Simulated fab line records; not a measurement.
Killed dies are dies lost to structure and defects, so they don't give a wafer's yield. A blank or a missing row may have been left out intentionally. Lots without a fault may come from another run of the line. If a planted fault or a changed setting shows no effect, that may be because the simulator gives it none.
Matching of chambers    flow nand-harc    NHARC_P_BONDPAD_ACTIVATE_29 on rie-diel-04: 4 sister chambers
The step chemistry N2, time 60 s. 14 wafers are shown with their chamber, then 6 later ones without.

## WAFERS, EACH WITH ITS CHAMBER
wafer   chamber  showerhead-plenum-p-Torr (Torr)  oes-product-au (a.u.)  rf-vpp-V (V)
L379.1  2        1.87                             1.020                  65.0
L379.3  1        1.74                             0.998                  64.4
L379.6  3        1.81                             0.972                  64.3
L382.2  1        1.74                             1.030                  62.7
L382.3  0        1.69                             1.018                  63.1
L382.4  2        1.87                             1.017                  64.7
L384.4  2        1.87                             1.014                  63.7
L384.5  3        1.81                             0.977                  64.9
L384.6  2        1.87                             1.020                  64.2
L391.6  1        1.73                             1.013                  64.8
L392.4  3        1.81                             0.990                  66.4
L394.3  3        1.80                             1.008                  64.7
L394.4  2        1.86                             1.011                  65.5
L394.5  1        1.73                             1.018                  62.6

SIGNATURES (averages over the wafers above)
reading                   chamber 0  chamber 1  chamber 2  chamber 3  scatter within a chamber
showerhead-plenum-p-Torr  1.6900     1.7350     1.8680     1.8075     0.00505
oes-product-au            1.01800    1.01475    1.01640    0.98675    0.0117
rf-vpp-V                  63.100     63.625     64.620     65.075     0.914
Rule: distance of a wafer from a chamber = root of the sum over the readings of ((wafer's reading minus chamber's mean) / reading's scatter) squared. The wafer belongs to the nearest chamber; if the next one is less than 2 further off, it can't be placed. The scatter: take each reading less its chamber's mean, square it, sum over the shown wafers, divide by the number of wafers less the number of chambers, and take the root.

## WAFERS WITHOUT THEIR CHAMBER
wafer   showerhead-plenum-p-Torr (Torr)  oes-product-au (a.u.)  rf-vpp-V (V)
L395.2  1.73                             1.014                  63.5
L395.3  1.86                             1.023                  65.3
L395.5  1.69                             1.018                  64.3
L399.3  1.69                             1.006                  64.3
L399.5  1.69                             1.004                  63.0
L399.6  1.73                             1.002                  62.2

## EACH ONE'S CHAMBER
wafer   from the rows above  in truth
L395.2  1                    1
L395.3  2                    2
L395.5  0                    0
L399.3  0                    0
L399.5  0                    0
L399.6  1                    1
6 of 6 placed correctly. From these rows, 0 cannot be placed. Placed wrongly: 0.
